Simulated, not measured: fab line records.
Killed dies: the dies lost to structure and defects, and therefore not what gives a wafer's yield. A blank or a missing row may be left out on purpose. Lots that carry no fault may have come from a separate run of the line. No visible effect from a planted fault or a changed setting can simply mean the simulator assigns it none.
fab line records ; flow n5-finfet
record: lots: 10; wafers: 30; last-day: 18
route steps=1938 shown BEOL_M2@891 TV_OPEN@1887 PAD_METAL@1894 PASSIVATION@1909
lots with no fault: from the same line, run without faults
start-h: hours from the record's opening day to when the first of the lot's shown wafers began ; wait-h: hours from the lot's prior step to this one ; " identical to the entry in the row above ; L1.1+2: one row covering several wafers at once ; - no value, or no start was given ; * or withheld: withheld ; < > ~ a bound
route shown NAME@n: names a module that has steps shown in the file, with the first one's number in the route ; usual: mean/standard deviation taken from wafers without a fault ; same: alike in all rows ; chamber/n: place in a boat ; sites: each site's reading ; _std_site: the standard deviation of these ; _edge_site: mean of outer sites minus mean of inner sites ; radius-mm: for every site, how far away it sits from the centre of the wafer ; mask NAME#n: copy n ; behind: tool/chamber where the wafer was last shaped ; hold: what put the lot on hold/how long, in hours/how the hold closed ; device: the transistor (n, p or np) that didn't switch ; end of line: the same wafers' tests at the end of the route ; a step without rows: its recipe alone ; killed: count of dies lost to structure and defects at first sort (not the wafer's yield) ; map: the dies of a wafer, with x for killed, . for not killed, _ for no die there
set.NAME: the setting that was run; set.NAME@STEP: the one run at that earlier step ; model.NAME: the simulator's own value behind a step, which no gauge read
a sample of lots followed through the steps of the route, with each step as a table and each wafer as a row
services: when a tool's chamber went out of use (start-h, in hours from the record's first day, below 0 if earlier), for how many hours, and the reason
== steps ==
step: N5_BEOL_M2_ETCH_41
recipe: chemistry: CH3F/O2; target: SiCN; target-depth-a: 299; taper-deg: 2; time-s: 52.5; ion-energy-ev: 120; mask-material: TiN; pressure-mtorr: 30; source-w: 395; bias-w: 75; Ar_flow_sccm: 150; CH3F_flow_sccm: 30; O2_flow_sccm: 20
usual: CH3F_flow_sccm: 30.00/0.088; drypump-motor-current-A: 5.8/0.47; oes-product-au: 0.79/0.091; rf-vpp-V: 297.6/1.6; showerhead-plenum-p-Torr: 2.02/0.073; throttle-valve-pct: 16.26/0.2
lot.wafer;tool;chamber;start-h;wait-h;CH3F_flow_sccm;drypump-motor-current-A;oes-product-au;rf-hours-counter-h;rf-vpp-V;showerhead-plenum-p-Torr;throttle-valve-pct
L507.3;rie-diel-02;1;138.47;-;29.93;6.3;0.72;202;298.7;2.08;16.35
L507.4;rie-diel-02;2;138.47;-;29.78;5.2;0.71;217;298.7;2.07;16.66
L507.5;rie-diel-02;2;138.47;-;29.94;5.2;0.71;-;298.7;2.07;16.66
L510.3;rie-diel-02;2;173.91;-;30.06;5.2;0.70;227;298.0;2.06;16.68
L510.5;rie-diel-02;2;173.91;-;30.11;5.2;0.71;-;297.1;2.06;16.67
L510.6;rie-diel-02;3;173.91;-;30.06;5.6;0.74;-;297.2;2.01;16.38
L511.1;rie-diel-02;1;177.65;-;30.01;6.2;0.72;213;298.6;2.07;16.35
L511.2;rie-diel-02;2;177.65;-;30.08;5.3;0.71;229;299.7;2.06;16.69
L511.5;rie-diel-02;1;177.65;-;30.03;6.2;0.72;-;297.8;2.07;16.35
L516.2;rie-diel-02;2;188.27;-;30.00;5.2;0.70;232;297.8;2.06;16.70
L516.5;rie-diel-02;3;188.27;-;30.07;5.6;0.75;-;297.5;2.01;16.38
L516.6;rie-diel-02;2;188.27;-;30.00;5.2;0.70;-;298.3;2.06;16.69
L521.1;rie-diel-03;0;239.70;-;30.06;5.6;0.72;212;295.7;1.97;16.20
L521.3;rie-diel-03;1;239.70;-;30.04;5.3;0.81;93;297.7;2.00;16.01
L521.4;rie-diel-03;2;239.70;-;29.99;5.4;0.78;122;298.0;2.01;16.14
L522.1;rie-diel-03;1;241.96;-;30.08;5.3;0.81;94;297.6;2.00;16.04
L522.4;rie-diel-03;0;241.96;-;29.97;5.6;0.72;212;296.3;1.97;16.20
L522.5;rie-diel-03;0;241.96;-;30.02;5.6;0.72;-;296.5;1.97;16.22
L524.2;rie-diel-02;3;248.34;-;29.94;5.6;0.72;198;297.4;2.00;16.42
L524.3;rie-diel-02;1;248.34;-;29.95;6.2;0.70;239;298.4;2.06;16.41
L524.6;rie-diel-02;1;248.34;-;30.06;6.2;0.70;-;298.9;2.06;16.41
L526.1;rie-diel-02;3;253.05;-;30.01;5.6;0.72;200;297.6;2.00;16.45
L526.3;rie-diel-02;1;253.05;-;30.19;6.3;0.69;241;297.7;2.06;16.40
L526.6;rie-diel-02;0;253.05;-;29.93;5.3;0.69;-;294.5;1.88;16.19
L527.2;rie-diel-04;2;265.86;-;29.94;5.6;0.96;5;300.3;2.12;16.04
L527.3;rie-diel-04;1;265.86;-;30.14;6.3;0.93;24;296.2;1.96;15.97
L527.5;rie-diel-04;2;265.86;-;29.98;5.6;0.96;-;299.8;2.12;16.02
L529.1;rie-diel-02;2;280.83;-;30.01;5.2;1.00;3;298.2;2.05;16.26
L529.3;rie-diel-02;3;280.83;-;30.12;5.6;0.71;213;294.2;1.99;16.47
L529.5;rie-diel-02;2;280.83;-;29.98;5.2;0.99;-;298.4;2.05;16.27
step: N5_PASSIVATION_PASS_ETCH_74
recipe: chemistry: CF4/O2; target: SiNx; target-depth-a: 2200; time-s: 110; ion-energy-ev: 100; pressure-mtorr: 40; source-w: 535; bias-w: 49; Ar_flow_sccm: 100; cf4-flow-sccm: 100; O2_flow_sccm: 10
usual: drypump-motor-current-A: 5.9/0.42; oes-product-au: 0.78/0.09; rf-vpp-V: 241/4.1; showerhead-plenum-p-Torr: 2.24/0.083; throttle-valve-pct: 15.95/0.25
lot.wafer;tool;chamber;start-h;wait-h;drypump-motor-current-A;oes-product-au;rf-hours-counter-h;rf-vpp-V;showerhead-plenum-p-Torr;throttle-valve-pct
L507.3;rie-diel-06;2;265.86;0.0;6.4;0.69;220;240;2.19;16.01
L507.4;rie-diel-06;1;265.86;0.0;5.9;0.81;74;241;2.24;15.99
L507.5;rie-diel-06;0;265.86;0.0;4.9;0.94;-;242;2.35;16.11
L511.1;rie-diel-06;1;309.97;0.0;5.9;0.80;86;242;2.24;16.01
L511.2;rie-diel-06;0;309.97;0.0;4.9;0.91;18;243;2.34;16.13
L511.5;rie-diel-06;3;309.97;0.0;6.3;0.76;-;240;2.23;16.10
L516.2;rie-diel-01;1;310.11;0.0;6.3;0.76;192;248;2.27;15.69
L516.5;rie-diel-01;1;310.11;0.0;6.3;0.75;-;247;2.27;15.69
L516.6;rie-diel-01;2;310.11;0.0;6.4;0.71;-;236;2.10;15.94
L510.3;rie-diel-01;3;313.90;0.0;5.7;0.69;237;239;2.26;16.00
L510.5;rie-diel-01;0;313.90;0.0;5.5;0.77;-;239;2.32;16.14
L510.6;rie-diel-01;1;313.90;0.0;6.3;0.75;-;248;2.27;15.68
L521.1;rie-diel-05;1;360.01;0.0;6.1;0.92;15;242;2.35;15.45
L521.3;rie-diel-05;0;360.01;0.0;5.5;0.69;197;246;2.10;16.32
L521.4;rie-diel-05;2;360.01;0.0;5.6;0.88;40;246;2.23;15.80
L522.1;rie-diel-01;1;367.56;0.0;6.3;0.74;212;248;2.27;15.71
L522.4;rie-diel-01;0;367.56;0.0;5.5;0.77;-;238;2.31;16.19
L522.5;rie-diel-01;1;367.56;0.0;6.3;0.73;-;247;2.27;15.70
L524.2;rie-diel-05;1;380.50;0.0;6.1;0.91;22;242;2.35;15.47
L524.3;rie-diel-05;0;380.50;0.0;5.5;0.70;205;246;2.10;16.32
L524.6;rie-diel-05;2;380.50;0.0;5.6;0.87;-;247;2.23;15.81
L526.1;rie-diel-05;2;389.00;0.0;5.6;0.86;50;246;2.23;15.82
L526.3;rie-diel-05;0;389.00;0.0;5.5;0.69;207;245;2.10;16.34
L526.6;rie-diel-05;0;389.00;0.0;5.5;0.68;-;245;2.10;16.34
L527.2;rie-diel-06;1;402.56;0.0;5.9;0.77;114;239;2.23;16.07
L527.3;rie-diel-06;2;402.56;0.0;6.3;0.97;1;242;2.18;15.60
L527.5;rie-diel-06;2;402.56;0.0;6.3;0.97;-;241;2.18;15.62
L529.1;rie-diel-01;1;413.29;0.0;6.3;0.73;229;246;2.26;15.74
L529.3;rie-diel-01;2;413.29;0.0;6.4;0.67;248;234;2.09;16.00
L529.5;rie-diel-01;2;413.29;0.0;6.4;0.68;-;235;2.09;16.02
step: N5_PASSIVATION_PRE_CLEAN_19
recipe: gas: H2/He; time-s: *; temp-c: *
usual: heater-power-w: 468/31
lot.wafer;tool;chamber;start-h;wait-h;heater-power-w
L507.3;pvd-sputter-03;-;266.42;0.0;445
L507.4;pvd-sputter-03;-;266.42;0.0;504
L507.5;pvd-sputter-03;-;266.42;0.0;510
L511.1;pvd-sputter-01;-;310.91;0.0;475
L511.2;pvd-sputter-01;-;310.91;0.0;395
L511.5;pvd-sputter-01;-;310.91;0.0;474
L516.2;pvd-sputter-03;-;310.98;0.0;494
L516.5;pvd-sputter-03;-;310.98;0.0;492
L516.6;pvd-sputter-03;-;310.98;0.0;446
L510.3;pvd-sputter-03;-;314.45;0.0;497
L510.5;pvd-sputter-03;-;314.45;0.0;504
L510.6;pvd-sputter-03;-;314.45;0.0;463
L521.1;pvd-sputter-02;-;360.86;0.0;471
L521.3;pvd-sputter-02;-;360.86;0.0;469
L521.4;pvd-sputter-02;-;360.86;0.0;432
L522.1;pvd-sputter-01;-;368.11;0.0;469
L522.4;pvd-sputter-01;-;368.11;0.0;500
L522.5;pvd-sputter-01;-;368.11;0.0;478
L524.2;pvd-sputter-03;-;381.21;0.0;457
L524.3;pvd-sputter-03;-;381.21;0.0;496
L524.6;pvd-sputter-03;-;381.21;0.0;497
L526.1;pvd-sputter-03;-;389.69;0.0;456
L526.3;pvd-sputter-03;-;389.69;0.0;426
L526.6;pvd-sputter-03;-;389.69;0.0;491
L527.2;pvd-sputter-01;-;403.53;0.0;506
L527.3;pvd-sputter-01;-;403.53;0.0;411
L527.5;pvd-sputter-01;-;403.53;0.0;471
L529.1;pvd-sputter-03;-;414.18;0.0;497
L529.3;pvd-sputter-03;-;414.18;0.0;455
L529.5;pvd-sputter-03;-;414.18;0.0;483
step: N5_PASSIVATION_AL_ETCH_33
recipe: chemistry: Cl2/BCl3; target-depth-a: 28000; over-etch-frac: 0.15; Cl2_flow_sccm: 180; bcl3-flow-sccm: 60; target: Al; stop-on: TaN; time-s: 466.7; ion-energy-ev: 100; pressure-mtorr: 10; icp-w: 900; bias-w: 100
usual: drypump-motor-current-A: 5.8/0.41; oes-product-au: 0.74/0.097; throttle-valve-pct: 34.3/0.42
lot.wafer;tool;chamber;start-h;wait-h;drypump-motor-current-A;oes-product-au;rf-hours-counter-h;throttle-valve-pct
L507.3;rie-metal-01;0;267.46;0.2;5.6;0.87;-;34.0
L507.4;rie-metal-01;1;267.46;0.2;5.4;0.61;-;34.1
L507.5;rie-metal-01;1;267.46;0.2;5.5;0.61;-;34.1
L511.1;rie-metal-02;0;311.82;0.1;6.3;0.75;22;34.3
L511.2;rie-metal-02;1;311.82;0.1;6.4;0.91;0;33.8
L511.5;rie-metal-02;1;311.82;0.1;6.4;0.92;-;33.8
L516.2;rie-metal-01;0;311.98;0.1;5.6;0.83;8;34.0
L516.5;rie-metal-01;0;311.98;0.1;5.6;0.83;-;34.0
L516.6;rie-metal-01;1;311.98;0.1;5.4;0.59;-;34.1
L510.3;rie-metal-03;1;315.53;0.3;5.5;0.67;-;35.1
L510.5;rie-metal-03;1;315.53;0.3;5.5;0.67;-;35.1
L510.6;rie-metal-03;1;315.53;0.3;5.5;0.66;-;35.2
L521.1;rie-metal-03;0;361.75;0.1;5.5;0.85;3;34.5
L521.3;rie-metal-03;0;361.75;0.1;5.5;0.85;-;34.4
L521.4;rie-metal-03;1;361.75;0.1;5.5;0.65;-;35.2
L522.1;rie-metal-02;0;368.90;0.1;6.3;0.74;28;34.3
L522.4;rie-metal-02;0;368.90;0.1;6.4;0.75;-;34.3
L522.5;rie-metal-02;0;368.90;0.1;6.3;0.75;-;34.3
L524.2;rie-metal-02;1;382.12;0.1;6.4;0.83;6;33.8
L524.3;rie-metal-02;1;382.12;0.1;6.4;0.85;-;33.8
L524.6;rie-metal-02;1;382.12;0.1;6.4;0.84;-;33.8
L526.1;rie-metal-03;1;390.48;0.1;5.5;0.65;71;35.1
L526.3;rie-metal-03;1;390.48;0.1;5.5;0.66;-;35.1
L526.6;rie-metal-03;0;390.48;0.1;5.5;0.83;-;34.4
L527.2;rie-metal-01;0;404.62;0.1;5.6;0.80;17;34.0
L527.3;rie-metal-01;0;404.62;0.1;5.5;0.79;-;34.0
L527.5;rie-metal-01;1;404.62;0.1;5.4;0.59;-;34.1
L529.1;rie-metal-01;0;414.97;0.1;5.6;0.80;18;34.0
L529.3;rie-metal-01;1;414.97;0.1;5.5;0.59;-;34.1
L529.5;rie-metal-01;1;414.97;0.1;5.4;0.60;-;34.1
step: N5_PASSIVATION_PROBE_49
usual: defect-limited-yield: 90.9/1.4; killed_at_M0_to_M3: 37/12; killed_at_M4_up: 14/5.3; killed-at-contacts: 12/6.2; killed-at-front-end: 41/11; killed-at-other: 3.7/2.9; killed-dies: 107/17; killed-open: 71/12; killed-short: 34/7.9; sort_bin_5_function: 5.3/0.95; sort_bin_6_memory: 3.4/0.7; sort_bin_8_speed: 0.00/0.0099; sort-n-pass: 1073/17; sort-yield-pct: 90.9/1.5
same: gross-dies: 1180; killed-at-back-side: 0; sort_bin_4_leakage[%]: 0
lot.wafer;tool;chamber;start-h;wait-h;defect-limited-yield[%];killed_at_M0_to_M3;killed_at_M4_up;killed-at-contacts;killed-at-front-end;killed-at-other;killed-dies;killed-open;killed-short;sort_bin_5_function[%];sort_bin_6_memory[%];sort_bin_8_speed[%];sort-n-pass;sort-yield-pct[%]
L511.1;prober-01;-;316.90;0.0;92.7;25;19;7;34;1;86;56;29;4.2;2.8;0;1094;92.7
L511.2;prober-01;-;316.95;0.1;82.0;153;10;4;41;4;212;58;34;10.8;4.7;0;968;82.0
L511.5;prober-01;-;317.10;0.2;94.9;25;11;2;21;1;60;40;19;3.4;1.6;0;1120;94.9
L516.2;prober-02;-;317.48;0.1;81.9;161;13;18;20;1;213;64;27;10.3;5.4;0;967;81.9
L516.5;prober-02;-;317.63;0.2;90.8;46;10;13;36;3;108;74;31;4.7;4.1;0;1072;90.8
L516.6;prober-02;-;317.68;0.3;83.0;147;11;6;37;0;201;57;22;10.8;4.1;0;979;83.0
L522.1;prober-01;-;374.72;0.0;92.1;20;8;17;44;4;93;60;33;4.7;2.8;0;1087;92.1
L522.4;prober-01;-;374.87;0.2;91.0;34;11;18;39;4;106;73;33;5.8;2.9;0;1074;91.0
L522.5;prober-01;-;374.92;0.2;91.1;28;14;29;30;4;105;72;31;6.2;2.6;0;1075;91.1
killed by level:class
L511.1 FIN_SAQP:geometric-particle:short=7 BEOL_M1:geometric-particle:open=7 BEOL_M4:geometric-particle:open=7 STI_FIN_REVEAL:geometric-particle:open=6 BEOL_M3:geometric-particle:open=6 MOL_CONTACT_COAG:geometric-particle:short=5 GATE_CUT:geometric-particle:short=4 BEOL_M2:geometric-particle:open=4
L511.2 BEOL_M2:unspecified=120 BEOL_M0_SAQP:geometric-particle:open=14 FIN_SAQP:geometric-particle:short=12 FIN_SAQP:geometric-particle:open=9 BEOL_M7:geometric-particle:open=6 BEOL_M0_SAQP:geometric-particle:short=5 DUMMY_GATE:geometric-particle:open=4 BEOL_M0:geometric-particle:open=4
L511.5 BEOL_M2:geometric-particle:open=10 FIN_SAQP:geometric-particle:open=7 FIN_SAQP:geometric-particle:short=5 BEOL_M4:geometric-particle:open=5 BEOL_M3:geometric-particle:open=4 BEOL_M1:geometric-particle:open=4 BEOL_M0_SAQP:geometric-particle:short=3 BEOL_M1:geometric-particle:short=3
L516.2 BEOL_M2:unspecified=118 MOL_CONTACT_COAG:geometric-particle:open=15 BEOL_M2:geometric-particle:open=9 BEOL_M3:geometric-particle:open=9 DUMMY_GATE:geometric-particle:open=7 BEOL_M0_SAQP:geometric-particle:short=6 BEOL_M5:geometric-particle:open=5 BEOL_M0_SAQP:geometric-particle:open=5
L516.5 BEOL_M0_SAQP:geometric-particle:open=13 BEOL_M3:geometric-particle:open=13 STI_FIN_REVEAL:geometric-particle:open=11 MOL_CONTACT_COAG:geometric-particle:open=9 FIN_SAQP:geometric-particle:short=5 DUMMY_GATE:geometric-particle:short=5 BEOL_M1:geometric-particle:short=5 FIN_SAQP:geometric-particle:open=4
L516.6 BEOL_M2:unspecified=117 BEOL_M2:geometric-particle:open=8 STI_FIN_REVEAL:geometric-particle:open=6 BEOL_M0_SAQP:geometric-particle:open=6 BEOL_M3:geometric-particle:open=6 GATE_CUT:geometric-particle:open=5 MOL_CONTACT_COAG:geometric-particle:open=5 STARTING-WAFER:geometric-particle:short=5
L522.1 MOL_CONTACT_COAG:geometric-particle:open=14 STI_FIN_REVEAL:geometric-particle:open=14 STI_FIN_REVEAL:geometric-particle:short=8 BEOL_M2:geometric-particle:open=7 FIN_SAQP:geometric-particle:short=6 BEOL_M3:geometric-particle:open=5 FIN_SAQP:geometric-particle:open=4 GATE_CUT:geometric-particle:short=4
L522.4 MOL_CONTACT_COAG:geometric-particle:open=16 STI_FIN_REVEAL:geometric-particle:open=13 FIN_SAQP:geometric-particle:open=10 BEOL_M0_SAQP:geometric-particle:open=9 FIN_SAQP:geometric-particle:short=8 BEOL_M0_SAQP:geometric-particle:short=8 BEOL_M1:geometric-particle:short=4 DUMMY_GATE:geometric-particle:open=3
L522.5 MOL_CONTACT_COAG:geometric-particle:open=26 FIN_SAQP:geometric-particle:open=9 STI_FIN_REVEAL:geometric-particle:open=5 STARTING-WAFER:geometric-particle:open=5 BEOL_M0:geometric-particle:open=5 BEOL_M1:geometric-particle:short=5 BEOL_M4:geometric-particle:open=5 BEOL_M0_SAQP:geometric-particle:open=4
== services ==
tool;chamber;start-h;hours;kind
rie-diel-06;2;124.88;3.2;repair
pvd-sputter-01;-;137.17;2.2;repair
rie-diel-02;-;145.40;4.3;pm
rie-diel-05;0;157.45;2.8;repair
rie-diel-02;-;163.03;3.2;repair
rie-metal-01;-;171.73;28.1;pm
rie-diel-06;2;201.30;23.7;repair
rie-diel-06;3;202.27;7.3;repair
rie-diel-01;-;211.73;3.2;repair
pvd-sputter-01;-;231.67;2.2;repair
pvd-sputter-01;-;236.50;2.7;repair
rie-metal-03;-;242.81;14.6;pm
rie-diel-01;-;243.61;0.2;repair
rie-metal-03;-;258.06;1.4;pm
rie-diel-02;0;261.10;2.4;repair
rie-diel-06;0;271.64;2.8;repair
rie-diel-05;2;296.80;2.9;repair
rie-diel-06;3;316.56;4.0;repair
rie-diel-06;-;325.45;14.6;pm
rie-diel-01;-;336.07;0.2;repair
pvd-sputter-01;-;339.12;1.2;repair
rie-diel-02;-;344.12;2.0;repair
rie-diel-01;0;347.03;9.4;repair
rie-diel-02;0;362.01;4.7;repair
== key ==
first-sign: step: N5_PASSIVATION_PROBE_49; reading: killed_at_M0_to_M3; direction: up; sigmas: 9.4; usual: 37; struck: 154
effect: step: N5_PASSIVATION_PROBE_49; reading: killed-dies; direction: up; sigmas: 5.9; usual: 107; struck: 209
more-kills-born-at: N5_BEOL_M2_ETCH_41@rie-diel-02: 355
met-at N5_BEOL_M2_ETCH_41
struck-lots L511,L516
struck-wafers L511.2,L516.2,L516.6
not-acting-at N5_PASSIVATION_PASS_ETCH_74,N5_PASSIVATION_PRE_CLEAN_19,N5_PASSIVATION_AL_ETCH_33
onset-between 173.91 177.65
fault: kind: chamber-particle-source; tool: rie-diel-02; chamber: 2; onset-h: 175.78; steps: N5_BEOL_M2_ETCH_41; rate-per-visit-cm2: 0.66065; end-h: 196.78
